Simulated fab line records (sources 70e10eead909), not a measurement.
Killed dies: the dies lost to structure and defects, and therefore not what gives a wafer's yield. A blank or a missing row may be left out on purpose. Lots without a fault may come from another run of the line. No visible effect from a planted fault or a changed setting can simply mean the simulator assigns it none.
Chamber matching + flow nand_harc + NHARC_A_BLC_STRIP_29 on rie_diel-03: 4 sister chambers
The step strips in CF4. 14 wafers are shown with their chamber, then 7 later ones without.

## WAFERS PAIRED WITH THEIR CHAMBERS
| wafer  | chamber | showerhead_plenum_p_Torr (Torr) | drypump_motor_current_A (A) | oes_product_au (a.u.) |
|--------|---------|---------------------------------|-----------------------------|-----------------------|
| L310.2 | 0       | 1.82                            | 5.7                         | 0.991                 |
| L310.5 | 2       | 1.77                            | 6.5                         | 0.985                 |
| L310.6 | 3       | 1.82                            | 5.5                         | 0.999                 |
| L311.1 | 0       | 1.82                            | 5.7                         | 0.992                 |
| L311.5 | 0       | 1.81                            | 5.7                         | 1.000                 |
| L311.6 | 1       | 1.72                            | 5.9                         | 0.969                 |
| L313.2 | 3       | 1.82                            | 5.4                         | 0.993                 |
| L313.3 | 2       | 1.77                            | 6.6                         | 0.968                 |
| L313.6 | 0       | 1.81                            | 5.7                         | 0.993                 |
| L312.3 | 3       | 1.82                            | 5.4                         | 0.992                 |
| L312.4 | 1       | 1.72                            | 5.9                         | 0.979                 |
| L312.6 | 2       | 1.77                            | 6.6                         | 0.993                 |
| L315.1 | 1       | 1.72                            | 5.9                         | 0.976                 |
| L315.2 | 3       | 1.82                            | 5.5                         | 0.996                 |

SIGNATURES (means of the wafers above)
| reading                  | chamber 0 | chamber 1 | chamber 2 | chamber 3 | scatter within a chamber |
|--------------------------|-----------|-----------|-----------|-----------|--------------------------|
| showerhead_plenum_p_Torr | 1.8150    | 1.7200    | 1.7700    | 1.8200    | 0.00316                  |
| drypump_motor_current_A  | 5.700     | 5.900     | 6.567     | 5.450     | 0.0408                   |
| oes_product_au           | 0.99400   | 0.97467   | 0.98200   | 0.99500   | 0.00677                  |
Rule: for each reading, subtract the chamber's mean from the wafer's reading, divide by that reading's scatter and square the result; add these up over the readings and take the root, which gives the wafer's distance from the chamber. The wafer belongs to the nearest chamber; if the next one is less than 2 further off, it can't be placed. How the scatter is found: for the shown wafers, subtract from each reading the mean of its chamber, square and add these, divide the total by (wafers less chambers), then take the root.

## WAFERS MISSING THEIR CHAMBER
| wafer  | showerhead_plenum_p_Torr (Torr) | drypump_motor_current_A (A) | oes_product_au (a.u.) |
|--------|---------------------------------|-----------------------------|-----------------------|
| L315.6 | 1.77                            | 6.6                         | 0.994                 |
| L324.1 | 1.81                            | 5.7                         | 1.003                 |
| L324.2 | 1.76                            | 6.6                         | 0.992                 |
| L324.5 | 1.81                            | 5.7                         | 0.996                 |
| L328.2 | 1.76                            | 6.6                         | 0.981                 |
| L328.3 | 1.82                            | 5.4                         | 0.989                 |
| L328.4 | 1.81                            | 5.7                         | 0.990                 |

## CHAMBER TAKEN BY EACH
| wafer  | from the rows above | in truth |
|--------|---------------------|----------|
| L315.6 | 2                   | 2        |
| L324.1 | 0                   | 0        |
| L324.2 | 2                   | 2        |
| L324.5 | 0                   | 0        |
| L328.2 | 2                   | 2        |
| L328.3 | 3                   | 3        |
| L328.4 | 0                   | 0        |
Placed correctly: 7 of 7. Not placeable from these rows: 0. Placed wrongly: 0.
